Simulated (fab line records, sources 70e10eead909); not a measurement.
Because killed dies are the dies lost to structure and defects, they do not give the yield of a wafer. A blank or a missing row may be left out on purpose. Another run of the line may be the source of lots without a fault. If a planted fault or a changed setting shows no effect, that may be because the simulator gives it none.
fab line records | flow nand-harc
record lots=6 | wafers=18 | last-day=25
route steps=1159 shown A_M1@1038
lots that met no fault: from a run of the same line without faults
start-h: hours from the record's first day to the start of the lot's first wafer shown | wait-h: how many hours have passed since the lot's step before this one | " repeats the value in the row above | L1.1+2: one row covering several wafers at once | - value missing, or start not given | * or withheld: withheld | < > ~ a bound
route shown NAME@n: NAME is a module with steps in the file, n the number in the route of the first one | usual: average and standard deviation across the fault-free wafers | same: alike in all rows | chamber/n: place in a boat | sites: the reading at each site | _std_site: the values' standard deviation | _edge_site: outer sites' mean less inner sites' | radius-mm: how far each site lies from the wafer's centre | mask NAME#n: copy n | behind: tool/chamber where the wafer was last shaped | hold: reason for holding the lot/hours on hold/outcome of the hold | device: whichever transistor did not switch (one of n, p or np) | end of line: the route-end tests of the same wafers | for a step that has no rows: nothing shown but its recipe | killed: dies lost to structure and defects at the first sort, not the wafer's yield | map: per-die view of a wafer (x killed, . not killed, _ where there is no die)
set.NAME: the setting as run; set.NAME@STEP: as run at that earlier step | model.NAME: the simulator's own value behind a step, which no gauge read
lots at some steps of the route; a table a step, a row a wafer
services: when a tool's chamber went out of use (start-h, in hours from the record's first day, below 0 if earlier), for how many hours, and the reason
## steps
# step NHARC_A_M1_INSPECT_11
# usual raw-defect-count=30/15
lot.wafer | tool              | chamber | start-h | wait-h | raw-defect-count
L667.1    | defect-inspect-01 | -       | 408.85  | 0.0    | 8
L667.2    | "                 | -       | "       | "      | 6
L667.5    | "                 | -       | "       | "      | 6
L668.1    | defect-inspect-01 | -       | 437.34  | 0.0    | 27
L668.3    | "                 | -       | "       | "      | 34
L668.4    | "                 | -       | "       | "      | 36
L672.1    | defect-inspect-01 | -       | 457.66  | 0.0    | 15
L672.3    | "                 | -       | "       | "      | 11
L672.4    | "                 | -       | "       | "      | 10
L680.1    | defect-inspect-02 | -       | 484.87  | 0.0    | 30
L680.2    | "                 | -       | "       | "      | 30
L680.4    | "                 | -       | "       | "      | 40
L679.3    | defect-inspect-02 | -       | 497.29  | 0.0    | 38
L679.4    | "                 | -       | "       | "      | 46
L679.6    | "                 | -       | "       | "      | 39
L687.1    | defect-inspect-02 | -       | 555.81  | 0.0    | 46
L687.4    | "                 | -       | "       | "      | 60
L687.6    | "                 | -       | "       | "      | 59
# step NHARC_A_M1_DESCUM_14
# recipe time-s=3 | o2-flow-sccm=200 | ar-flow-sccm=0 | bias-power-w=0 | chemistry=O2
# usual drypump-motor-current-A=5.7/0.31 | mfc-ar-sccm=0.003/0.0054 | oes-product-au=0.997/0.0084 | rf-vpp-V=57.8/0.82 | showerhead-plenum-p-Torr=1.92/0.085 | throttle-valve-pct=11.313/0.0091
# same time-s=3
lot.wafer | tool        | chamber | start-h | wait-h | drypump-motor-current-A | mfc-ar-sccm | oes-product-au | rf-hours-counter-h | rf-vpp-V | showerhead-plenum-p-Torr | throttle-valve-pct
L667.1    | rie-diel-01 | 1       | 408.92  | 0.1    | 6.1                     | 0.012       | 1.004          | 2                  | 58.3     | 1.93                     | 11.322
L667.2    | "           | 3       | "       | "      | 6.2                     | 0           | 1.005          | 2                  | 58.8     | 1.89                     | 11.325
L667.5    | "           | 0       | "       | "      | 5.4                     | 0           | 1.003          | -                  | 58.1     | 1.86                     | 11.296
L668.3    | rie-diel-01 | 1       | 437.40  | 0.1    | 6.0                     | 0.012       | 0.996          | 3                  | 56.7     | 1.93                     | 11.296
L668.4    | "           | 3       | "       | "      | 6.1                     | 0           | 0.991          | 3                  | 57.8     | 1.89                     | 11.324
L668.1    | "           | 0       | "       | "      | 5.4                     | 0           | 1.006          | 3                  | 56.6     | 1.86                     | 11.302
L672.3    | rie-diel-07 | 1       | 457.73  | 0.1    | 5.8                     | 0.004       | 1.007          | 2                  | 58.0     | 2.03                     | 11.304
L672.1    | "           | 2       | "       | "      | 5.7                     | 0           | 0.985          | 2                  | 58.2     | 1.79                     | 11.308
L672.4    | "           | 3       | "       | "      | 5.4                     | 0           | 0.994          | 3                  | 57.3     | 1.85                     | 11.325
L680.4    | rie-diel-07 | 2       | 484.93  | 0.1    | 5.7                     | 0           | 0.995          | 6                  | 56.6     | 1.79                     | 11.303
L680.1    | "           | 3       | "       | "      | 5.4                     | 0           | 1.006          | 6                  | 57.0     | 1.85                     | 11.314
L680.2    | "           | 0       | "       | "      | 5.3                     | 0.004       | 0.990          | 4                  | 57.2     | 1.97                     | 11.311
L679.3    | rie-diel-07 | 1       | 497.47  | 0.2    | 5.9                     | 0.004       | 0.978          | 7                  | 58.2     | 2.03                     | 11.309
L679.4    | "           | 0       | "       | "      | 5.3                     | 0.004       | 1.001          | 5                  | 58.0     | 1.97                     | 11.326
L679.6    | "           | 1       | "       | "      | 5.9                     | 0.004       | 0.980          | -                  | 58.0     | 2.03                     | 11.311
L687.1    | rie-diel-01 | 1       | 555.87  | 0.1    | 6.0                     | 0.012       | 0.991          | 1                  | 57.6     | 1.93                     | 11.307
L687.4    | "           | 0       | "       | "      | 5.4                     | 0           | 0.987          | 1                  | 58.0     | 1.86                     | 11.326
L687.6    | "           | 2       | "       | "      | 5.4                     | 0           | 1.000          | -                  | 59.1     | 2.04                     | 11.314
# step NHARC_A_M1_ETCH_35
# recipe target-depth-a=400 | overetch-a=120 | time-s=43.94 | ion-energy-ev=200 | n2-flow-sccm=150 | h2-flow-sccm=150 | ar-flow-sccm=0 | rf-w=400 | bias-w=150 | chemistry=N2/H2
# step NHARC_A_M1_ETCH_15
# recipe target-depth-a=1825 | time-s=91.2 | c4f8-flow-sccm=withheld | ar-flow-sccm=400 | rf-w=600 | bias-w=300 | chemistry=C4F8/Ar
# step NHARC_A_M1_CD_MEAS_16
# usual cd-nm=119.6/0.82
lot.wafer | tool      | chamber | start-h | wait-h | cd-nm
L667.1    | cd-sem-03 | -       | 409.37  | -      | 119.1
L667.2    | "         | -       | "       | "      | 119.7
L667.5    | "         | -       | "       | "      | 120.0
L668.1    | cd-sem-02 | -       | 437.70  | -      | 120.5
L668.3    | "         | -       | "       | "      | 119.4
L668.4    | "         | -       | "       | "      | 118.6
L672.1    | cd-sem-01 | -       | 458.07  | -      | 119.7
L672.3    | "         | -       | "       | "      | 119.8
L672.4    | "         | -       | "       | "      | 119.7
L680.1    | cd-sem-03 | -       | 485.24  | -      | 118.8
L680.2    | "         | -       | "       | "      | 118.7
L680.4    | "         | -       | "       | "      | 119.8
L679.3    | cd-sem-03 | -       | 497.78  | -      | 119.3
L679.4    | "         | -       | "       | "      | 120.3
L679.6    | "         | -       | "       | "      | 119.3
L687.1    | cd-sem-01 | -       | 556.17  | -      | 119.8
L687.4    | "         | -       | "       | "      | 121.2
L687.6    | "         | -       | "       | "      | 120.2
# step NHARC_A_M1_STRIP_18
# recipe power-w=1000 | n2-flow-sccm=150 | h2-flow-sccm=150 | ar-flow-sccm=0 | bias-w=0 | chemistry=N2/H2
# step NHARC_A_M1_ETCH_28
# recipe target-depth-a=300 | over-etch-frac=0.3 | time-s=72.99 | ion-energy-ev=150 | cf4-flow-sccm=50 | n2-flow-sccm=100 | ar-flow-sccm=150 | rf-w=300 | bias-w=100 | chemistry=CF4/N2
# usual drypump-motor-current-A=5.63/0.26 | mfc-ar-sccm=150.0/0.45 | oes-product-au=0.998/0.0072 | rf-vpp-V=314.2/2.1 | showerhead-plenum-p-Torr=2.62/0.12 | throttle-valve-pct=19.795/0.0097
# same over-etch-frac=0.3 | time-s=72.99
lot.wafer | tool        | chamber | start-h | wait-h | drypump-motor-current-A | mfc-ar-sccm | oes-product-au | rf-hours-counter-h | rf-vpp-V | showerhead-plenum-p-Torr | throttle-valve-pct
L667.2    | rie-diel-01 | 0       | -       | -      | 5.40                    | 150.3       | 0.990          | 2                  | 313.7    | 2.56                     | 19.795
L667.1    | "           | 2       | "       | "      | 5.36                    | 150.3       | 0.985          | 2                  | 316.2    | 2.80                     | 19.802
L667.5    | "           | 0       | "       | "      | 5.39                    | 150.1       | 0.999          | -                  | 313.7    | 2.56                     | 19.793
L668.1    | rie-diel-07 | 3       | -       | -      | 5.42                    | 150.0       | 1.003          | 2                  | 311.7    | 2.54                     | 19.804
L668.3    | "           | 0       | "       | "      | 5.29                    | 150.1       | 0.998          | 2                  | 315.6    | 2.70                     | 19.809
L668.4    | "           | 1       | "       | "      | 5.86                    | 149.5       | 1.005          | 1                  | 318.3    | 2.78                     | 19.800
L672.1    | rie-diel-08 | 2       | -       | -      | 5.78                    | 149.7       | 0.997          | 9                  | 319.4    | 2.81                     | 19.812
L672.3    | "           | 3       | "       | "      | 5.41                    | 149.5       | 0.988          | 8                  | 313.3    | 2.50                     | 19.791
L672.4    | "           | 1       | "       | "      | 5.54                    | 150.1       | 1.013          | 9                  | 312.1    | 2.55                     | 19.798
L680.2    | rie-diel-07 | 2       | -       | -      | 5.66                    | 149.4       | 0.996          | 6                  | 312.6    | 2.46                     | 19.804
L680.4    | "           | 3       | "       | "      | 5.44                    | 150.2       | 1.006          | 6                  | 313.2    | 2.54                     | 19.784
L680.1    | "           | 0       | "       | "      | 5.28                    | 150.2       | 1.010          | 4                  | 315.8    | 2.70                     | 19.793
L679.4    | rie-diel-07 | 3       | -       | -      | 5.44                    | 150.0       | 1.006          | 8                  | 312.6    | 2.54                     | 19.794
L679.3    | "           | 2       | "       | "      | 5.67                    | 149.2       | 1.009          | 7                  | 311.2    | 2.46                     | 19.815
L679.6    | "           | 0       | "       | "      | 5.31                    | 150.4       | 1.023          | -                  | 316.6    | 2.70                     | 19.796
L687.4    | rie-diel-01 | 3       | -       | -      | 6.18                    | 150.0       | 0.990          | 1                  | 314.7    | 2.60                     | 19.796
L687.1    | "           | 0       | "       | "      | 5.40                    | 149.6       | 0.992          | 1                  | 312.9    | 2.56                     | 19.810
L687.6    | "           | 3       | "       | "      | 6.15                    | 150.1       | 0.991          | -                  | 312.3    | 2.60                     | 19.803
# step NHARC_A_M1_STRIP_19
# recipe time-s=600 | temp-c=30 | chemistry=post-etch-residue-remover
# step NHARC_A_M1_DEGAS_29
# recipe temp-c=250 | time-s=60
# usual heater-power-w=337/52
# same time-s=60
lot.wafer | tool           | chamber | start-h | wait-h | heater-power-w
L667.2    | pvd-sputter-03 | -       | 410.10  | -      | 292
L667.1    | "              | -       | "       | "      | 322
L667.5    | "              | -       | "       | "      | 377
L668.3    | pvd-sputter-03 | -       | 438.42  | -      | 346
L668.4    | "              | -       | "       | "      | 378
L668.1    | "              | -       | "       | "      | 297
L672.1    | pvd-sputter-01 | -       | 458.78  | -      | 343
L672.4    | "              | -       | "       | "      | 323
L672.3    | "              | -       | "       | "      | 493
L680.4    | pvd-sputter-02 | -       | 485.95  | -      | 302
L680.1    | "              | -       | "       | "      | 266
L680.2    | "              | -       | "       | "      | 318
L679.3    | pvd-sputter-02 | -       | 498.49  | -      | 369
L679.4    | "              | -       | "       | "      | 299
L679.6    | "              | -       | "       | "      | 306
L687.4    | pvd-sputter-03 | -       | 556.88  | -      | 402
L687.1    | "              | -       | "       | "      | 365
L687.6    | "              | -       | "       | "      | 398
# step NHARC_A_M1_PRE_CLEAN_30
# recipe time-s=30 | temp-c=280 | gas=H2/He
# step NHARC_A_M1_PVD_20
# recipe target-thk-a=50 | bias-v=168.6 | power-w=15000 | chamber-pressure-pa=0.12 | time-s=8.06 | substrate-temp-c=50 | material=TaN
# usual throttle-valve-pct=30.0/1
# same time-s=8.06
lot.wafer | tool           | chamber | start-h | wait-h | throttle-valve-pct
L667.1    | pvd-sputter-03 | -       | -       | -      | 30.3
L667.2    | "              | -       | "       | "      | 30.0
L667.5    | "              | -       | "       | "      | 30.2
L668.3    | pvd-sputter-03 | -       | -       | -      | 31.7
L668.4    | "              | -       | "       | "      | 30.4
L668.1    | "              | -       | "       | "      | 30.0
L672.4    | pvd-sputter-01 | -       | -       | -      | 30.3
L672.1    | "              | -       | "       | "      | 29.6
L672.3    | "              | -       | "       | "      | 29.9
L680.2    | pvd-sputter-02 | -       | -       | -      | 28.4
L680.4    | "              | -       | "       | "      | 28.3
L680.1    | "              | -       | "       | "      | 29.8
L679.3    | pvd-sputter-02 | -       | -       | -      | 28.4
L679.4    | "              | -       | "       | "      | 30.6
L679.6    | "              | -       | "       | "      | 28.4
L687.1    | pvd-sputter-03 | -       | -       | -      | 29.9
L687.4    | "              | -       | "       | "      | 31.1
L687.6    | "              | -       | "       | "      | 30.8
# step NHARC_A_M1_PVD_21
# recipe target-thk-a=300 | chamber-pressure-pa=5 | power-w=5000 | substrate-temp-c=30 | time-s=20.49 | material=Cu
# usual throttle-valve-pct=30.0/1.1
# same time-s=20.49
lot.wafer | tool           | chamber | start-h | wait-h | throttle-valve-pct
L667.2    | pvd-sputter-03 | -       | -       | -      | 31.5
L667.1    | "              | -       | "       | "      | 30.2
L667.5    | "              | -       | "       | "      | 31.5
L668.3    | pvd-sputter-03 | -       | -       | -      | 30.1
L668.4    | "              | -       | "       | "      | 31.9
L668.1    | "              | -       | "       | "      | 30.6
L672.1    | pvd-sputter-01 | -       | -       | -      | 30.1
L672.4    | "              | -       | "       | "      | 30.4
L672.3    | "              | -       | "       | "      | 30.2
L680.4    | pvd-sputter-02 | -       | -       | -      | 28.2
L680.2    | "              | -       | "       | "      | 30.6
L680.1    | "              | -       | "       | "      | 28.2
L679.4    | pvd-sputter-02 | -       | -       | -      | 30.5
L679.3    | "              | -       | "       | "      | 28.4
L679.6    | "              | -       | "       | "      | 30.5
L687.4    | pvd-sputter-03 | -       | -       | -      | 31.1
L687.1    | "              | -       | "       | "      | 30.0
L687.6    | "              | -       | "       | "      | 31.3
# step NHARC_A_M1_ECD_22
# recipe target-thk-a=4000 | bath-temp-c=25 | material=Cu
lot.wafer  | tool      | chamber | start-h | wait-h
L667.2+1+5 | ecd-cu-02 | 0,1,1   | 410.48  | -
L668.1+4+3 | ecd-cu-01 | 1,1,0   | 438.78  | -
L672.1+4+3 | ecd-cu-01 | 0,0,1   | 459.15  | -
L680.1+2+4 | ecd-cu-01 | 1,0,1   | 486.33  | -
L679.3+4+6 | ecd-cu-01 | 1,0,0   | 498.95  | -
L687.1+4+6 | ecd-cu-02 | 1       | 557.29  | -
# step NHARC_A_M1_ANNEAL_31
# recipe temp-c=225 | time-s=90
# step NHARC_A_M1_CMP_23
# recipe t-overpolish-s=20 | target-thk-nm=154.34
# usual motor-current-A=11.8/1.4 | slurry-flow-ml-min=150.1/0.42 | time-to-endpoint-s=28/3.3
lot.wafer | tool   | chamber | start-h | wait-h | motor-current-A | slurry-flow-ml-min | time-to-endpoint-s
L667.2    | cmp-03 | 1       | 411.24  | -      | 13.2            | 150.5              | 25
L667.1    | "      | 2       | "       | "      | 12.6            | 150.3              | 29
L667.5    | "      | 2       | "       | "      | 13.4            | 149.7              | 30
L668.3    | cmp-01 | 0       | 439.51  | -      | 13.2            | 149.7              | 28
L668.4    | "      | 1       | "       | "      | 11.2            | 149.3              | 31
L668.1    | "      | 3       | "       | "      | 11.8            | 150.4              | 26
L672.1    | cmp-02 | 2       | 459.87  | -      | 10.7            | 150.8              | 29
L672.4    | "      | 3       | "       | "      | 11.9            | 149.8              | 29
L672.3    | "      | 1       | "       | "      | 8.9             | 150.6              | 30
L680.2    | cmp-02 | 3       | 487.05  | -      | 11.7            | 149.8              | 14
L680.4    | "      | 0       | "       | "      | 11.1            | 150.0              | 30
L680.1    | "      | 1       | "       | "      | 9.5             | 149.9              | 34
L679.4    | cmp-03 | 3       | 499.58  | -      | 13.7            | 148.6              | 10
L679.3    | "      | 2       | "       | "      | 13.1            | 150.2              | 28
L679.6    | "      | 3       | "       | "      | 13.3            | 149.8              | 11
L687.1    | cmp-02 | 0       | 558.09  | -      | 11.6            | 150.8              | 31
L687.4    | "      | 2       | "       | "      | 10.8            | 150.1              | 28
L687.6    | "      | 0       | "       | "      | 10.6            | 150.7              | 28
## services
tool           | chamber | start-h | hours | kind
pvd-sputter-02 | -       | 392.00  | 10.0  | pm
cmp-02         | -       | 402.25  | 2.3   | repair
rie-diel-07    | -       | 405.20  | 9.0   | pm
cmp-03         | -       | 407.07  | 1.3   | repair
ecd-cu-01      | -       | 411.72  | 2.3   | repair
rie-diel-01    | 3       | 424.43  | 5.0   | repair
ecd-cu-02      | -       | 427.95  | 2.6   | repair
cmp-02         | -       | 442.61  | 4.0   | pm
ecd-cu-01      | -       | 448.00  | 8.0   | pm
rie-diel-07    | 0       | 459.11  | 5.9   | repair
pvd-sputter-01 | -       | 464.32  | 6.8   | repair
pvd-sputter-03 | -       | 469.78  | 10.0  | pm
rie-diel-07    | 0       | 474.70  | 5.4   | repair
rie-diel-01    | -       | 491.80  | 9.0   | pm
pvd-sputter-03 | -       | 492.24  | 10.0  | repair
rie-diel-01    | -       | 506.68  | 2.0   | repair
pvd-sputter-03 | -       | 508.54  | 2.2   | repair
pvd-sputter-01 | -       | 514.00  | 10.0  | pm
pvd-sputter-02 | -       | 516.52  | 2.5   | repair
rie-diel-01    | -       | 525.14  | 1.6   | repair
cmp-02         | -       | 533.30  | 1.6   | repair
pvd-sputter-03 | -       | 535.15  | 3.3   | repair
cmp-02         | -       | 540.70  | 4.0   | pm
rie-diel-07    | 1       | 541.94  | 4.9   | repair
## key
first-sign step=NHARC_A_M1_CMP_23 | reading=time-to-endpoint-s | direction=down | sigmas=5.2 | usual=* | struck=*
effect none on later readings
met-at NHARC_A_M1_ECD_22
struck-wafers L679.4,L679.6,L680.2
later-rows-left-out L679.4,L679.6,L680.2
sort-left-out L679.4,L679.6,L680.2
onset-between 459.15 486.33
fault kind=process-parameter-drift | tool=ecd-cu-01 | chamber=0 | onset-h=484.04 | steps=NHARC_A_M1_ECD_22 | channel=target-thk-a | offset=* | shape=step | end-h=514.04 | acts-in=* | stated=*
# sort-left-out: the simulated sort isn't trusted on such a fault, so these wafers' sort isn't shown, and their yield isn't known
# later-rows-left-out: the simulator's readings of these wafers behind a module that went badly wrong aren't trusted and aren't shown, but for the sort
